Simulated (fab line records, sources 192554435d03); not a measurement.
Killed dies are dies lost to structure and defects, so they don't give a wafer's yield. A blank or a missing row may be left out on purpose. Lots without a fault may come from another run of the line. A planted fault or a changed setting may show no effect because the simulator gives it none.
Split-lot experiment | flow n5_finfet | 7 lots, 39 wafers read, on a route of 1938 steps

THE SPLIT
At N5_SD_EPI_N_EXPOSE_06 (exposes mask SD N BLK, target cd 120 nm), the setting dose_mj was moved away from the recipe's 39.75 on 15 of the 39 wafers read, by -7.5% to +7.6%. The other wafers ran this setting at the recipe's value.

FROM THE SPLIT TO THE READING: what the file shows between them, 2 steps
- N5_SD_EPI_N_PEB_07: peb time 60 s
- N5_SD_EPI_N_DEVELOP_08: develop time 30 s

THE READING
cd_nm, in nm, at N5_SD_EPI_N_CD_MEAS_09 (target cd 120 nm). Fault-free wafers of this fab line usually give 119.9 nm, standard deviation 0.64 nm.

wafer  | tool, chamber at the split | dose_mj as run | against the recipe | cd_nm, nm | against lot-mates on the recipe
L074.1 | arfi_scanner-02, 0         | 39.75          | recipe             | 120.4     | -
L074.2 | arfi_scanner-02, 0         | 39.75          | recipe             | 119.4     | -
L074.3 | arfi_scanner-02, 0         | 39.75          | recipe             | 119.5     | -
L074.4 | arfi_scanner-02, 0         | 39.75          | recipe             | 121.4     | -
L074.5 | arfi_scanner-02, 0         | 39.75          | recipe             | 120.5     | -
L074.6 | arfi_scanner-02, 0         | 39.75          | recipe             | 120.1     | -
L080.1 | arfi_scanner-01, 0         | 37.53          | -5.6%              | 116.0     | -3.6
L080.2 | arfi_scanner-01, 0         | 39.75          | recipe             | 119.4     | -
L080.3 | arfi_scanner-01, 0         | 37.53          | -5.6%              | 115.3     | -4.3
L080.4 | arfi_scanner-01, 0         | 39.75          | recipe             | 120.0     | -
L080.5 | arfi_scanner-01, 0         | 37.53          | -5.6%              | 115.3     | -4.3
L080.6 | arfi_scanner-01, 0         | 39.75          | recipe             | 119.3     | -
L085.1 | arfi_scanner-02, 0         | 39.75          | recipe             | 119.7     | -
L085.2 | arfi_scanner-02, 0         | 39.75          | recipe             | 118.7     | -
L085.3 | arfi_scanner-02, 0         | 42.76          | +7.6%              | 125.8     | +6.2
L085.4 | arfi_scanner-02, 0         | 42.76          | +7.6%              | 124.7     | +5.1
L085.5 | arfi_scanner-02, 0         | 39.75          | recipe             | 120.4     | -
L085.6 | arfi_scanner-02, 0         | 42.76          | +7.6%              | 124.9     | +5.3
L088.1 | arfi_scanner-03, 0         | 36.78          | -7.5%              | 114.7     | -5.1
L088.2 | arfi_scanner-03, 0         | 39.75          | recipe             | 119.5     | -
L088.3 | arfi_scanner-03, 0         | 36.78          | -7.5%              | 115.7     | -4.1
L088.4 | arfi_scanner-03, 0         | 36.78          | -7.5%              | 114.9     | -4.9
L088.5 | arfi_scanner-03, 0         | 39.75          | recipe             | 120.0     | -
L088.6 | arfi_scanner-03, 0         | 39.75          | recipe             | 119.8     | -
L089.1 | arfi_scanner-03, 0         | 39.75          | recipe             | 121.6     | -
L089.2 | arfi_scanner-03, 0         | 39.75          | recipe             | 120.3     | -
L089.3 | arfi_scanner-03, 0         | 39.75          | recipe             | 120.0     | -
L090.1 | arfi_scanner-03, 0         | 39.75          | recipe             | 120.8     | -
L090.2 | arfi_scanner-03, 0         | 40.56          | +2.0%              | 122.0     | +1.9
L090.3 | arfi_scanner-03, 0         | 40.56          | +2.0%              | 121.8     | +1.7
L090.4 | arfi_scanner-03, 0         | 39.75          | recipe             | 119.6     | -
L090.5 | arfi_scanner-03, 0         | 40.56          | +2.0%              | 121.9     | +1.8
L090.6 | arfi_scanner-03, 0         | 39.75          | recipe             | 120.0     | -
L091.1 | arfi_scanner-03, 0         | 41.75          | +5.0%              | 122.4     | +2.2
L091.2 | arfi_scanner-03, 0         | 39.75          | recipe             | 119.5     | -
L091.3 | arfi_scanner-03, 0         | 41.75          | +5.0%              | 122.9     | +2.7
L091.4 | arfi_scanner-03, 0         | 39.75          | recipe             | 120.6     | -
L091.5 | arfi_scanner-03, 0         | 41.75          | +5.0%              | 122.4     | +2.2
L091.6 | arfi_scanner-03, 0         | 39.75          | recipe             | 120.6     | -

THE FIT
A straight line over all 39 wafers: cd_nm changes by +0.675 nm for each +1% of dose_mj; r = +0.97; the points scatter about the line by 0.67 nm.
The same after taking each lot's own level away (the mean of its wafers on the recipe; 39 wafers): +0.66 nm for each +1%; r = +0.97; scatter 0.62 nm.
On that fit, the largest move of dose_mj shifts the reading by 5 nm.
The lots' own levels span 119.57 to 120.63 nm, that is 1.7 times the standard deviation above.
So the lot-to-lot level changes the slope little: the two slopes agree.
Check: with one of the wafers moved furthest among these (+7.6%) left out of the fit, the line predicts +4.8 nm for it against its lot-mates. It came out at +6.2 nm against them.

OTHER SPLITS ON THESE WAFERS
These wafers also went through other splits before the reading. Each is held against what the fit with the lots' levels taken away leaves over:
other split on the same wafers | wafers away from the commonest value | r with cd_nm (lot level and that fit taken away)
N5_WELL_APT_EPI_41 time_s      | 12                                   | +0.05

THE WHOLE CHAIN: every reading that the file lists as answering this split, in the file's order
step                   | what it does                                     | reading                                                         | change (the file's fit)               | r (the file's)
N5_SD_EPI_N_CD_MEAS_09 | target cd 120 nm                                 | cd_nm                                                           | +0.659 nm for each +1% of the setting | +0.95
N5_SD_EPI_N_DESCUM_14  | chemistry O2, time 7.9 s                         | SD_EPI_N.cd_nm (the simulator's own value, which no gauge read) | +0.641 nm for each +1% of the setting | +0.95
N5_SD_EPI_N_ETCH_35    | etches SOC in N2/H2, overetch 108 nm, time 486 s | SD_EPI_N.cd_nm (the simulator's own value, which no gauge read) | +0.653 nm for each +1% of the setting | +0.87

THE FILE'S OWN FIT
cd_nm changes by +0.659 nm for each +1% of dose_mj, r = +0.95.
